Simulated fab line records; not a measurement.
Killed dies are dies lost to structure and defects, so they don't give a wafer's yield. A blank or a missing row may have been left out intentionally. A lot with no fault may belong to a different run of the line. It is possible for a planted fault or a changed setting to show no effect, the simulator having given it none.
Split-lot trial -- flow n5_finfet -- 21 wafers read from 7 lots, route of 1938 steps

SPLIT DETAILS
At N5_SD_ACTIVATION_LSA_01 (time 0.0008 s), the setting temp_c was moved away from the recipe's 1080 C on 5 of the 21 wafers read, by -2.3% to +0.9%. All remaining wafers had this setting at the recipe value.

There is no step in the file separating the split from the reading.

THE READING
Measured at N5_SD_ACTIVATION_RS_MEAS_03 by four-point probe: RS_SD_N, in ohm/sq. On this fab line, fault-free wafers typically give 21.89 ohm/sq with a standard deviation of 0.26 ohm/sq.

wafer,"tool, chamber at the split","temp_c as run, C",against the recipe,"RS_SD_N, ohm/sq",against lot-mates on the recipe
L078.1,"laser_anneal-01, 0",1080,recipe,22.17,-
L078.3,"laser_anneal-01, 0",1080,recipe,21.96,-
L078.4,"laser_anneal-01, 0",1057,-2.1%,24.68,+2.61
L081.1,"laser_anneal-02, 0",1080,recipe,21.81,-
L081.2,"laser_anneal-02, 0",1067,-1.2%,23.19,+1.21
L081.6,"laser_anneal-02, 0",1080,recipe,22.15,-
L083.1,"laser_anneal-02, 0",1080,recipe,21.83,-
L083.2,"laser_anneal-02, 0",1080,recipe,21.74,-
L083.6,"laser_anneal-02, 0",1080,recipe,21.84,-
L084.1,"laser_anneal-01, 0",1080,recipe,22.45,-
L084.5,"laser_anneal-01, 0",1080,recipe,22.27,-
L084.6,"laser_anneal-01, 0",1080,recipe,22.26,-
L086.2,"laser_anneal-01, 0",1055,-2.3%,24.43,+2.69
L086.4,"laser_anneal-01, 0",1055,-2.3%,24.51,+2.77
L086.6,"laser_anneal-01, 0",1080,recipe,21.74,-
L087.1,"laser_anneal-02, 0",1080,recipe,21.80,-
L087.3,"laser_anneal-02, 0",1080,recipe,21.91,-
L087.5,"laser_anneal-02, 0",1080,recipe,22.03,-
L091.1,"laser_anneal-01, 0",1080,recipe,21.77,-
L091.2,"laser_anneal-01, 0",1090,+0.9%,21.10,-0.85
L091.5,"laser_anneal-01, 0",1080,recipe,22.13,-

THE FIT
A straight line over all 21 wafers: RS_SD_N changes by -1.11 ohm/sq for each +1% of temp_c; r = -0.98; the points scatter about the line by 0.22 ohm/sq.
The same after taking each lot's own level away (the mean of its wafers on the recipe; 21 wafers): -1.16 ohm/sq for each +1%; r = -0.99; scatter 0.13 ohm/sq.
That fit puts the effect of the largest move of temp_c on the reading at 2.7 ohm/sq.
The lots' own levels span 21.740 to 22.327 ohm/sq, that is 2.3 times the standard deviation above.
The two slopes agree, so the slope changes little with the lot-to-lot level.
Check: with one of the wafers moved furthest among these (-2.3%) left out of the fit, the line predicts +2.7 ohm/sq for it against its lot-mates. It came out at +2.69 ohm/sq against them.
Tool readings at the split's step, against how far the setting was moved: wafer_temp_C_max r = +1.00.

FURTHER SPLITS ON THESE WAFERS
These wafers also went through other splits before the reading. Each is held against what the fit with the lots' levels taken away leaves over:
other split on the same wafers,wafers away from the commonest value,r with RS_SD_N (lot level and that fit taken away)
N5_SD_EPI_P_EPI_21 time_s,8,+0.12

THE WHOLE CHAIN: every reading that the file lists as answering this split, in the file's order
step,what it does,reading,change (the file's fit),r (the file's)
N5_SD_ACTIVATION_LSA_01,time 0.0008 s,wafer_temp_C_max,withheld for each +1% of the setting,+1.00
N5_SD_ACTIVATION_RS_MEAS_03,measures by four-point-probe,RS_SD_N,-1.16 for each +1% of the setting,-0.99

FILE'S OWN FIT
RS_SD_N changes by -1.16 ohm/sq for each +1% of temp_c, r = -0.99.
